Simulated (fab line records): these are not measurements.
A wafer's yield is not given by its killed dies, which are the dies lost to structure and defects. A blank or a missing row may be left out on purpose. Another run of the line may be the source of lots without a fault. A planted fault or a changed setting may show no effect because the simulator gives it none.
The tool behind it: which one? :: flow n5-finfet :: 24 lots with 72 wafers sampled at 4 steps, on a route of 1938 steps

WHAT THE GAUGES SHOWED, per wafer
N5_BEOL_M7_OCD_MEAS_38. Usual: trench-depth-nm 92.8 nm, standard deviation 1.5.
lot: L074
measured: day 9 20:34
on: ocd-02
trench-depth-nm (nm): 91.6 91.0 93.8
flag: 

lot: L077
measured: day 10 04:32
on: ocd-02
trench-depth-nm (nm): 92.1 92.3 93.1
flag: 

lot: L076
measured: day 10 04:41
on: ocd-01
trench-depth-nm (nm): 92.0 93.9 92.1
flag: 

lot: L075
measured: day 10 04:58
on: ocd-02
trench-depth-nm (nm): 91.7 94.0 93.2
flag: 

lot: L079
measured: day 10 10:25
on: ocd-02
trench-depth-nm (nm): 91.6 93.8 91.4
flag: 

lot: L080
measured: day 10 09:43
on: ocd-02
trench-depth-nm (nm): 94.3 93.2 92.8
flag: 

lot: L078
measured: day 10 09:46
on: ocd-02
trench-depth-nm (nm): 90.9 94.4 90.3
flag: 

lot: L081
measured: day 11 13:02
on: ocd-02
trench-depth-nm (nm): 94.0 91.8 91.8
flag: 

lot: L083
measured: day 11 13:19
on: ocd-02
trench-depth-nm (nm): 93.9 91.8 94.0
flag: 

lot: L084
measured: day 11 14:56
on: ocd-01
trench-depth-nm (nm): 91.6 91.1 90.4
flag: 

lot: L082
measured: day 11 15:20
on: ocd-02
trench-depth-nm (nm): 94.3 93.4 91.7
flag: 

lot: L086
measured: day 12 16:20
on: ocd-02
trench-depth-nm (nm): 91.0 94.6 94.3
flag: 

lot: L088
measured: day 12 22:07
on: ocd-01
trench-depth-nm (nm): 93.5 90.3 92.7
flag: 

lot: L087
measured: day 13 00:41
on: ocd-01
trench-depth-nm (nm): 92.5 91.3 91.2
flag: 

lot: L085
measured: day 13 00:23
on: ocd-01
trench-depth-nm (nm): 93.7 95.8 93.0
flag: 

lot: L090
measured: day 13 00:47
on: ocd-02
trench-depth-nm (nm): 92.4 95.4 93.3
flag: 

lot: L089
measured: day 13 11:37
on: ocd-02
trench-depth-nm (nm): 96.0 92.5 91.0
flag: 

lot: L092
measured: day 13 11:17
on: ocd-01
trench-depth-nm (nm): 90.7 93.6 94.3
flag: 

lot: L091
measured: day 13 23:29
on: ocd-02
trench-depth-nm (nm): 95.2 91.6 92.5
flag: 

lot: L095
measured: day 14 12:50
on: ocd-01
trench-depth-nm (nm): 89.6 92.3 93.5
flag: 

lot: L093
measured: day 14 13:03
on: ocd-01
trench-depth-nm (nm): 95.4 96.6 91.2
flag: 

lot: L094
measured: day 14 12:47
on: ocd-02
trench-depth-nm (nm): 91.1 94.1 93.8
flag: 

lot: L096
measured: day 15 06:10
on: ocd-01
trench-depth-nm (nm): 95.4 92.8 92.3
flag: 

lot: L097
measured: day 16 00:52
on: ocd-02
trench-depth-nm (nm): 93.8 92.0 94.5
flag: 

N5_BEOL_M7_CD_MEAS_35 targets a cd of 40 nm. Usual: cd-nm 40.1 nm, standard deviation 0.54.
lot: L074
measured: day 9 20:43
on: cd-sem-03
cd-nm (nm): 39.6 39.9 39.3
flag: 

lot: L077
measured: day 10 04:41
on: cd-sem-02
cd-nm (nm): 40.1 40.7 40.2
flag: 

lot: L076
measured: day 10 04:50
on: cd-sem-01
cd-nm (nm): 39.4 39.6 39.8
flag: 

lot: L075
measured: day 10 05:07
on: cd-sem-03
cd-nm (nm): 39.5 40.2 39.9
flag: 

lot: L079
measured: day 10 10:34
on: cd-sem-02
cd-nm (nm): 39.9 40.3 40.6
flag: 

lot: L080
measured: day 10 09:53
on: cd-sem-02
cd-nm (nm): 41.3 40.7 38.8
flag: 

lot: L078
measured: day 10 09:56
on: cd-sem-02
cd-nm (nm): 40.1 40.7 40.4
flag: 

lot: L081
measured: day 11 13:17
on: cd-sem-01
cd-nm (nm): 40.2 39.7 40.6
flag: 

lot: L083
measured: day 11 13:34
on: cd-sem-01
cd-nm (nm): 40.3 39.1 40.1
flag: 

lot: L084
measured: day 11 15:05
on: cd-sem-03
cd-nm (nm): 41.3 40.4 40.5
flag: 

lot: L082
measured: day 11 15:35
on: cd-sem-02
cd-nm (nm): 41.8 40.7 40.2
flag: 

lot: L086
measured: day 12 16:29
on: cd-sem-01
cd-nm (nm): 39.8 40.1 40.0
flag: 

lot: L088
measured: day 12 22:16
on: cd-sem-03
cd-nm (nm): 39.4 40.0 39.7
flag: 

lot: L087
measured: day 13 00:51
on: cd-sem-02
cd-nm (nm): 40.2 40.0 40.5
flag: 

lot: L085
measured: day 13 00:32
on: cd-sem-03
cd-nm (nm): 40.2 39.6 40.1
flag: 

lot: L090
measured: day 13 00:56
on: cd-sem-01
cd-nm (nm): 40.1 39.7 38.8
flag: 

lot: L089
measured: day 13 11:46
on: cd-sem-03
cd-nm (nm): 40.1 40.4 40.5
flag: 

lot: L092
measured: day 13 11:26
on: cd-sem-01
cd-nm (nm): 40.7 40.4 40.9
flag: 

lot: L091
measured: day 13 23:38
on: cd-sem-02
cd-nm (nm): 39.8 39.6 39.9
flag: 

lot: L095
measured: day 14 12:59
on: cd-sem-02
cd-nm (nm): 39.6 40.4 39.4
flag: 

lot: L093
measured: day 14 13:13
on: cd-sem-03
cd-nm (nm): 40.3 40.1 39.9
flag: 

lot: L094
measured: day 14 12:57
on: cd-sem-02
cd-nm (nm): 39.9 39.9 40.1
flag: 

lot: L096
measured: day 15 06:19
on: cd-sem-01
cd-nm (nm): 39.9 40.5 40.0
flag: 

lot: L097
measured: day 16 01:01
on: cd-sem-01
cd-nm (nm): 40.5 40.6 39.3
flag: 

WHICH TOOL RAN EACH LOT (tool, then ch and the chambers of the sampled wafers, then the start)
lot: L074
N5_BEOL_M7_STRIP_19: rie-diel-02 ch 0,2,3, day 9 16:27
N5_BEOL_M7_STRIP_80: rie-diel-04 ch 0,2,3, day 9 20:34 or earlier

lot: L077
N5_BEOL_M7_STRIP_19: rie-diel-03 ch 0,1,2, day 10 03:37
N5_BEOL_M7_STRIP_80: rie-diel-03 ch 0,2, day 10 04:32 or earlier

lot: L076
N5_BEOL_M7_STRIP_19: rie-diel-02 ch 0,1,2, day 10 03:44
N5_BEOL_M7_STRIP_80: rie-diel-04 ch 0,2,3, day 10 04:41 or earlier

lot: L075
N5_BEOL_M7_STRIP_19: rie-diel-03 ch 2,3, day 10 03:55
N5_BEOL_M7_STRIP_80: rie-diel-03 ch 1,2,3, day 10 04:58 or earlier

lot: L079
N5_BEOL_M7_STRIP_19: rie-diel-04 ch 2,3, day 10 07:58
N5_BEOL_M7_STRIP_80: rie-diel-03 ch 0,1,3, day 10 10:25 or earlier

lot: L080
N5_BEOL_M7_STRIP_19: rie-diel-04 ch 0,2, day 10 08:06
N5_BEOL_M7_STRIP_80: rie-diel-04 ch 0,2,3, day 10 09:43 or earlier

lot: L078
N5_BEOL_M7_STRIP_19: rie-diel-04 ch 0,2,3, day 10 08:16
N5_BEOL_M7_STRIP_80: rie-diel-02 ch 1,2, day 10 09:46 or earlier

lot: L081
N5_BEOL_M7_STRIP_19: rie-diel-03 ch 2,3, day 11 10:09
N5_BEOL_M7_STRIP_80: rie-diel-03 ch 1,2,3, day 11 13:02 or earlier

lot: L083
N5_BEOL_M7_STRIP_19: rie-diel-02 ch 1,2,3, day 11 11:50
N5_BEOL_M7_STRIP_80: rie-diel-04 ch 1,2,3, day 11 13:19 or earlier

lot: L084
N5_BEOL_M7_STRIP_19: rie-diel-03 ch 2,3, day 11 13:52
N5_BEOL_M7_STRIP_80: rie-diel-03 ch 1,2, day 11 14:56 or earlier

lot: L082
N5_BEOL_M7_STRIP_19: rie-diel-02 ch 0,2,3, day 11 14:19
N5_BEOL_M7_STRIP_80: rie-diel-03 ch 1,2,3, day 11 15:20 or earlier

lot: L086
N5_BEOL_M7_STRIP_19: rie-diel-02 ch 1,2,3, day 12 15:02
N5_BEOL_M7_STRIP_80: rie-diel-02 ch 1,2,3, day 12 16:20 or earlier

lot: L088
N5_BEOL_M7_STRIP_19: rie-diel-02 ch 1,2,3, day 12 20:07
N5_BEOL_M7_STRIP_80: rie-diel-04 ch 1,2,3, day 12 22:07 or earlier

lot: L087
N5_BEOL_M7_STRIP_19: rie-diel-04 ch 0,3, day 12 22:46
N5_BEOL_M7_STRIP_80: rie-diel-04 ch 0,1, day 13 00:41 or earlier

lot: L085
N5_BEOL_M7_STRIP_19: rie-diel-02 ch 1,2,3, day 12 23:13
N5_BEOL_M7_STRIP_80: rie-diel-03 ch 1,2, day 13 00:23 or earlier

lot: L090
N5_BEOL_M7_STRIP_19: rie-diel-02 ch 1,2,3, day 12 23:31
N5_BEOL_M7_STRIP_80: rie-diel-03 ch 1,2,3, day 13 00:47 or earlier

lot: L089
N5_BEOL_M7_STRIP_19: rie-diel-02 ch 0,1,2, day 13 08:44
N5_BEOL_M7_STRIP_80: rie-diel-02 ch 0,1,2, day 13 11:37 or earlier

lot: L092
N5_BEOL_M7_STRIP_19: rie-diel-04 ch 0,1,2, day 13 09:04
N5_BEOL_M7_STRIP_80: rie-diel-04 ch 1,2,3, day 13 11:17 or earlier

lot: L091
N5_BEOL_M7_STRIP_19: rie-diel-03 ch 0,3, day 13 22:25
N5_BEOL_M7_STRIP_80: rie-diel-03 ch 1,2, day 13 23:29 or earlier

lot: L095
N5_BEOL_M7_STRIP_19: rie-diel-04 ch 1,2,3, day 14 11:04
N5_BEOL_M7_STRIP_80: rie-diel-04 ch 1,2,3, day 14 12:50 or earlier

lot: L093
N5_BEOL_M7_STRIP_19: rie-diel-04 ch 2,3, day 14 11:13
N5_BEOL_M7_STRIP_80: rie-diel-02 ch 1,2,3, day 14 13:03 or earlier

lot: L094
N5_BEOL_M7_STRIP_19: rie-diel-03 ch 2,3, day 14 11:28
N5_BEOL_M7_STRIP_80: rie-diel-03 ch 1,2,3, day 14 12:47 or earlier

lot: L096
N5_BEOL_M7_STRIP_19: rie-diel-02 ch 0,3, day 15 01:58
N5_BEOL_M7_STRIP_80: rie-diel-02 ch 0,2, day 15 06:10 or earlier

lot: L097
N5_BEOL_M7_STRIP_19: rie-diel-02 ch 0,1,2, day 15 20:58
N5_BEOL_M7_STRIP_80: rie-diel-02 ch 0,2,3, day 16 00:52 or earlier
- N5_BEOL_M7_STRIP_19: strips in O2.
- N5_BEOL_M7_STRIP_80: strips in N2/H2, time 10 s.

WHAT THE TOOLS THEMSELVES READ (means of the sampled wafers that have a number; where no wafer has one, the mark that the record gives instead)
N5_BEOL_M7_STRIP_19. Usual: drypump-motor-current-A 5.8 A, standard deviation 0.65; oes-product-au 0.77 a.u., standard deviation 0.084; rf-vpp-V 3.6 V, standard deviation 0.6; showerhead-plenum-p-Torr 2.09 Torr, standard deviation 0.067; throttle-valve-pct 16.6 %, standard deviation 0.31.
lot: L074
tool: rie-diel-02
drypump-motor-current-A (A): 5.7
oes-product-au (a.u.): 0.83
rf-vpp-V (V): 3.6
showerhead-plenum-p-Torr (Torr): 2.12
throttle-valve-pct (%): 16.7
flag: 

lot: L077
tool: rie-diel-03
drypump-motor-current-A (A): 5.7
oes-product-au (a.u.): 0.70
rf-vpp-V (V): 4.5
showerhead-plenum-p-Torr (Torr): 2.11
throttle-valve-pct (%): 16.9
flag: 

lot: L076
tool: rie-diel-02
drypump-motor-current-A (A): 5.7
oes-product-au (a.u.): 0.77
rf-vpp-V (V): 3.6
showerhead-plenum-p-Torr (Torr): 2.16
throttle-valve-pct (%): 16.9
flag: 

lot: L075
tool: rie-diel-03
drypump-motor-current-A (A): 5.7
oes-product-au (a.u.): 0.75
rf-vpp-V (V): 3.8
showerhead-plenum-p-Torr (Torr): 2.11
throttle-valve-pct (%): 16.6
flag: 

lot: L079
tool: rie-diel-04
drypump-motor-current-A (A): 5.9
oes-product-au (a.u.): 0.73
rf-vpp-V (V): 4.3
showerhead-plenum-p-Torr (Torr): 2.07
throttle-valve-pct (%): 16.5
flag: 

lot: L080
tool: rie-diel-04
drypump-motor-current-A (A): 5.4
oes-product-au (a.u.): 0.73
rf-vpp-V (V): 4.0
showerhead-plenum-p-Torr (Torr): 2.05
throttle-valve-pct (%): 16.5
flag: 

lot: L078
tool: rie-diel-04
drypump-motor-current-A (A): 5.8
oes-product-au (a.u.): 0.73
rf-vpp-V (V): 4.3
showerhead-plenum-p-Torr (Torr): 2.03
throttle-valve-pct (%): 16.5
flag: 

lot: L081
tool: rie-diel-03
drypump-motor-current-A (A): 5.7
oes-product-au (a.u.): 0.73
rf-vpp-V (V): 3.6
showerhead-plenum-p-Torr (Torr): 2.10
throttle-valve-pct (%): 16.9
flag: 

lot: L083
tool: rie-diel-02
drypump-motor-current-A (A): 6.0
oes-product-au (a.u.): 0.81
rf-vpp-V (V): 3.4
showerhead-plenum-p-Torr (Torr): 2.11
throttle-valve-pct (%): 16.6
flag: 

lot: L084
tool: rie-diel-03
drypump-motor-current-A (A): 5.7
oes-product-au (a.u.): 0.75
rf-vpp-V (V): 3.3
showerhead-plenum-p-Torr (Torr): 2.10
throttle-valve-pct (%): 16.7
flag: 

lot: L082
tool: rie-diel-02
drypump-motor-current-A (A): 5.7
oes-product-au (a.u.): 0.81
rf-vpp-V (V): 3.2
showerhead-plenum-p-Torr (Torr): 2.11
throttle-valve-pct (%): 16.7
flag: 

lot: L086
tool: rie-diel-02
drypump-motor-current-A (A): 6.0
oes-product-au (a.u.): 0.79
rf-vpp-V (V): 3.7
showerhead-plenum-p-Torr (Torr): 2.11
throttle-valve-pct (%): 16.6
flag: 

lot: L088
tool: rie-diel-02
drypump-motor-current-A (A): 5.9
oes-product-au (a.u.): 0.79
rf-vpp-V (V): 4.2
showerhead-plenum-p-Torr (Torr): 2.11
throttle-valve-pct (%): 16.6
flag: 

lot: L087
tool: rie-diel-04
drypump-motor-current-A (A): 6.1
oes-product-au (a.u.): 0.71
rf-vpp-V (V): 3.4
showerhead-plenum-p-Torr (Torr): 2.00
throttle-valve-pct (%): 16.6
flag: 

lot: L085
tool: rie-diel-02
drypump-motor-current-A (A): 6.0
oes-product-au (a.u.): 0.79
rf-vpp-V (V): 3.6
showerhead-plenum-p-Torr (Torr): 2.11
throttle-valve-pct (%): 16.6
flag: 

lot: L090
tool: rie-diel-02
drypump-motor-current-A (A): 5.9
oes-product-au (a.u.): 0.79
rf-vpp-V (V): 3.3
showerhead-plenum-p-Torr (Torr): 2.11
throttle-valve-pct (%): 16.6
flag: 

lot: L089
tool: rie-diel-02
drypump-motor-current-A (A): 5.7
oes-product-au (a.u.): 0.83
rf-vpp-V (V): 4.3
showerhead-plenum-p-Torr (Torr): 2.15
throttle-valve-pct (%): 16.8
flag: 

lot: L092
tool: rie-diel-04
drypump-motor-current-A (A): 5.5
oes-product-au (a.u.): 0.74
rf-vpp-V (V): 3.5
showerhead-plenum-p-Torr (Torr): 2.01
throttle-valve-pct (%): 16.5
flag: 

lot: L091
tool: rie-diel-03
drypump-motor-current-A (A): 5.6
oes-product-au (a.u.): 0.81
rf-vpp-V (V): 3.8
showerhead-plenum-p-Torr (Torr): 2.09
throttle-valve-pct (%): 16.5
flag: 

lot: L095
tool: rie-diel-04
drypump-motor-current-A (A): 5.6
oes-product-au (a.u.): 0.74
rf-vpp-V (V): 3.4
showerhead-plenum-p-Torr (Torr): 2.05
throttle-valve-pct (%): 16.5
flag: 

lot: L093
tool: rie-diel-04
drypump-motor-current-A (A): 5.9
oes-product-au (a.u.): 0.71
rf-vpp-V (V): 3.4
showerhead-plenum-p-Torr (Torr): 2.06
throttle-valve-pct (%): 16.6
flag: 

lot: L094
tool: rie-diel-03
drypump-motor-current-A (A): 5.7
oes-product-au (a.u.): 0.73
rf-vpp-V (V): 3.9
showerhead-plenum-p-Torr (Torr): 2.10
throttle-valve-pct (%): 16.7
flag: 

lot: L096
tool: rie-diel-02
drypump-motor-current-A (A): 6.0
oes-product-au (a.u.): 0.90
rf-vpp-V (V): 3.3
showerhead-plenum-p-Torr (Torr): 2.11
throttle-valve-pct (%): 16.7
flag: 

lot: L097
tool: rie-diel-02
drypump-motor-current-A (A): 5.7
oes-product-au (a.u.): 0.91
rf-vpp-V (V): 3.0
showerhead-plenum-p-Torr (Torr): 2.15
throttle-valve-pct (%): 16.7
flag: 

N5_BEOL_M7_STRIP_80. Usual: drypump-motor-current-A 5.8 A, standard deviation 0.56; oes-product-au 0.77 a.u., standard deviation 0.089; rf-vpp-V 59.1 V, standard deviation 0.77; showerhead-plenum-p-Torr 2.52 Torr, standard deviation 0.077; throttle-valve-pct 23.59 %, standard deviation 0.28.
lot: L074
tool: rie-diel-04
drypump-motor-current-A (A): 5.8
oes-product-au (a.u.): 0.73
rf-vpp-V (V): 58.8
showerhead-plenum-p-Torr (Torr): 2.46
throttle-valve-pct (%): 23.54
flag: 

lot: L077
tool: rie-diel-03
drypump-motor-current-A (A): 5.4
oes-product-au (a.u.): 0.71
rf-vpp-V (V): 58.7
showerhead-plenum-p-Torr (Torr): 2.49
throttle-valve-pct (%): 23.90
flag: 

lot: L076
tool: rie-diel-04
drypump-motor-current-A (A): 5.8
oes-product-au (a.u.): 0.74
rf-vpp-V (V): 59.2
showerhead-plenum-p-Torr (Torr): 2.46
throttle-valve-pct (%): 23.53
flag: 

lot: L075
tool: rie-diel-03
drypump-motor-current-A (A): 5.9
oes-product-au (a.u.): 0.73
rf-vpp-V (V): 59.7
showerhead-plenum-p-Torr (Torr): 2.56
throttle-valve-pct (%): 23.61
flag: 

lot: L079
tool: rie-diel-03
drypump-motor-current-A (A): 5.7
oes-product-au (a.u.): 0.71
rf-vpp-V (V): 59.4
showerhead-plenum-p-Torr (Torr): 2.56
throttle-valve-pct (%): 23.64
flag: 

lot: L080
tool: rie-diel-04
drypump-motor-current-A (A): 5.8
oes-product-au (a.u.): 0.73
rf-vpp-V (V): 59.2
showerhead-plenum-p-Torr (Torr): 2.46
throttle-valve-pct (%): 23.54
flag: 

lot: L078
tool: rie-diel-02
drypump-motor-current-A (A): 6.0
oes-product-au (a.u.): 0.76
rf-vpp-V (V): 59.6
showerhead-plenum-p-Torr (Torr): 2.62
throttle-valve-pct (%): 23.76
flag: 

lot: L081
tool: rie-diel-03
drypump-motor-current-A (A): 5.9
oes-product-au (a.u.): 0.72
rf-vpp-V (V): 59.0
showerhead-plenum-p-Torr (Torr): 2.55
throttle-valve-pct (%): 23.61
flag: 

lot: L083
tool: rie-diel-04
drypump-motor-current-A (A): 5.6
oes-product-au (a.u.): 0.75
rf-vpp-V (V): 59.1
showerhead-plenum-p-Torr (Torr): 2.49
throttle-valve-pct (%): 23.47
flag: 

lot: L084
tool: rie-diel-03
drypump-motor-current-A (A): 5.8
oes-product-au (a.u.): 0.70
rf-vpp-V (V): 58.3
showerhead-plenum-p-Torr (Torr): 2.53
throttle-valve-pct (%): 23.69
flag: 

lot: L082
tool: rie-diel-03
drypump-motor-current-A (A): 5.9
oes-product-au (a.u.): 0.72
rf-vpp-V (V): 58.2
showerhead-plenum-p-Torr (Torr): 2.55
throttle-valve-pct (%): 23.61
flag: 

lot: L086
tool: rie-diel-02
drypump-motor-current-A (A): 6.0
oes-product-au (a.u.): 0.79
rf-vpp-V (V): 60.0
showerhead-plenum-p-Torr (Torr): 2.55
throttle-valve-pct (%): 23.49
flag: 

lot: L088
tool: rie-diel-04
drypump-motor-current-A (A): 5.6
oes-product-au (a.u.): 0.74
rf-vpp-V (V): 58.8
showerhead-plenum-p-Torr (Torr): 2.49
throttle-valve-pct (%): 23.49
flag: 

lot: L087
tool: rie-diel-04
drypump-motor-current-A (A): 5.7
oes-product-au (a.u.): 0.74
rf-vpp-V (V): 59.0
showerhead-plenum-p-Torr (Torr): 2.38
throttle-valve-pct (%): 23.62
flag: 

lot: L085
tool: rie-diel-03
drypump-motor-current-A (A): 5.8
oes-product-au (a.u.): 0.79
rf-vpp-V (V): 59.0
showerhead-plenum-p-Torr (Torr): 2.52
throttle-valve-pct (%): 23.60
flag: 

lot: L090
tool: rie-diel-03
drypump-motor-current-A (A): 5.9
oes-product-au (a.u.): 0.80
rf-vpp-V (V): 59.6
showerhead-plenum-p-Torr (Torr): 2.55
throttle-valve-pct (%): 23.51
flag: 

lot: L089
tool: rie-diel-02
drypump-motor-current-A (A): 5.7
oes-product-au (a.u.): 0.83
rf-vpp-V (V): 59.6
showerhead-plenum-p-Torr (Torr): 2.60
throttle-valve-pct (%): 23.83
flag: 

lot: L092
tool: rie-diel-04
drypump-motor-current-A (A): 5.6
oes-product-au (a.u.): 0.74
rf-vpp-V (V): 59.9
showerhead-plenum-p-Torr (Torr): 2.49
throttle-valve-pct (%): 23.49
flag: 

lot: L091
tool: rie-diel-03
drypump-motor-current-A (A): 5.8
oes-product-au (a.u.): 0.77
rf-vpp-V (V): 59.3
showerhead-plenum-p-Torr (Torr): 2.52
throttle-valve-pct (%): 23.62
flag: 

lot: L095
tool: rie-diel-04
drypump-motor-current-A (A): 5.6
oes-product-au (a.u.): 0.73
rf-vpp-V (V): 58.5
showerhead-plenum-p-Torr (Torr): 2.48
throttle-valve-pct (%): 23.50
flag: 

lot: L093
tool: rie-diel-02
drypump-motor-current-A (A): 5.9
oes-product-au (a.u.): 0.77
rf-vpp-V (V): 59.8
showerhead-plenum-p-Torr (Torr): 2.55
throttle-valve-pct (%): 23.51
flag: 

lot: L094
tool: rie-diel-03
drypump-motor-current-A (A): 5.9
oes-product-au (a.u.): 0.78
rf-vpp-V (V): 60.4
showerhead-plenum-p-Torr (Torr): 2.55
throttle-valve-pct (%): 23.54
flag: 

lot: L096
tool: rie-diel-02
drypump-motor-current-A (A): 5.4
oes-product-au (a.u.): 0.90
rf-vpp-V (V): 59.7
showerhead-plenum-p-Torr (Torr): 2.60
throttle-valve-pct (%): 23.85
flag: 

lot: L097
tool: rie-diel-02
drypump-motor-current-A (A): 5.7
oes-product-au (a.u.): 0.85
rf-vpp-V (V): 59.7
showerhead-plenum-p-Torr (Torr): 2.54
throttle-valve-pct (%): 23.56
flag: 

THE ANSWER, worked out from the rows above alone
Rule: take the mean of a lot's wafers that have a number; if it is more than 3 standard deviations from the usual mean, the lot is off. Also off: a lot with no number at a reading for which 4 or more lots have one. All remaining lots with rows at the step are treated as sound. Order of review: gauges by route order, followed by the tools' own readings, for which a lot's mean as printed above is used. The first step at which some lot is off is used, and at that step the reading that is off furthest; a lot without a number counts as furthest.
None of the lots is off at any reading shown; this tells nothing.

WHAT HAD BEEN PUT IN BY THE SIMULATOR
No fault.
